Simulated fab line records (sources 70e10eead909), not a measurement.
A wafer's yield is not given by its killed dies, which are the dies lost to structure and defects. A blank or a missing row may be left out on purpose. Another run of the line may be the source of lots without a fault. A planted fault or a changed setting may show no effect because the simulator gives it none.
Matching of chambers / flow nand harc / NHARC_A_CHANNEL_FILL_D1_ALD_14 on ald hk-01: 4 sister chambers
The step deposits SiO2, target thk 2.5 nm, pulse time 10 s, ald cycles 25. 8 wafers are shown with their chamber, then 10 later ones without.

## WAFERS, EACH WITH ITS CHAMBER
wafer=L079.1; chamber=3; heater power w (W)=551; precursor pulse height rel=0.971
wafer=L083.3; chamber=3; heater power w (W)=544; precursor pulse height rel=0.998
wafer=L083.6; chamber=0; heater power w (W)=459; precursor pulse height rel=0.992
wafer=L086.2; chamber=1; heater power w (W)=439; precursor pulse height rel=0.992
wafer=L086.5; chamber=2; heater power w (W)=496; precursor pulse height rel=0.958
wafer=L086.6; chamber=1; heater power w (W)=438; precursor pulse height rel=0.971
wafer=L089.1; chamber=0; heater power w (W)=454; precursor pulse height rel=1.003
wafer=L089.4; chamber=2; heater power w (W)=511; precursor pulse height rel=1.032

## WAFERS WITHOUT THEIR CHAMBER
wafer=L089.5; heater power w (W)=448; precursor pulse height rel=1.020
wafer=L094.1; heater power w (W)=464; precursor pulse height rel=0.990
wafer=L094.2; heater power w (W)=522; precursor pulse height rel=1.005
wafer=L094.5; heater power w (W)=443; precursor pulse height rel=1.048
wafer=L096.2; heater power w (W)=427; precursor pulse height rel=0.988
wafer=L096.3; heater power w (W)=502; precursor pulse height rel=1.000
wafer=L096.4; heater power w (W)=461; precursor pulse height rel=0.993
wafer=L097.2; heater power w (W)=510; precursor pulse height rel=0.991
wafer=L097.3; heater power w (W)=465; precursor pulse height rel=1.052
wafer=L097.6; heater power w (W)=440; precursor pulse height rel=1.027

## WHICH CHAMBER EACH WENT THROUGH
wafer=L089.5; from the rows above=can't be placed: 0 or 1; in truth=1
wafer=L094.1; from the rows above=0; in truth=0
wafer=L094.2; from the rows above=can't be placed: 2 or 3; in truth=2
wafer=L094.5; from the rows above=can't be placed: 1 or 0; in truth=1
wafer=L096.2; from the rows above=1; in truth=1
wafer=L096.3; from the rows above=2; in truth=2
wafer=L096.4; from the rows above=0; in truth=0
wafer=L097.2; from the rows above=2; in truth=2
wafer=L097.3; from the rows above=0; in truth=0
wafer=L097.6; from the rows above=can't be placed: 1 or 0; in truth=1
Correct placement for 6 of the 10. Not placeable from these rows: 4 (in 4, the candidates include the true chamber). Wrongly placed: 0.
How it was worked out, from the rows above alone: a wafer's distance from a chamber is the root of the sum, over the readings, of the square of ((its reading less the chamber's mean) divided by the reading's scatter). If the next closest chamber is less than 2 further off than the closest, the wafer can't be placed; otherwise it belongs to the closest. Each chamber's mean is taken over the wafers shown for it. The scatter: the root of (the sum of the squares of (reading less its chamber's mean) over the shown wafers, divided by (wafers less chambers)).
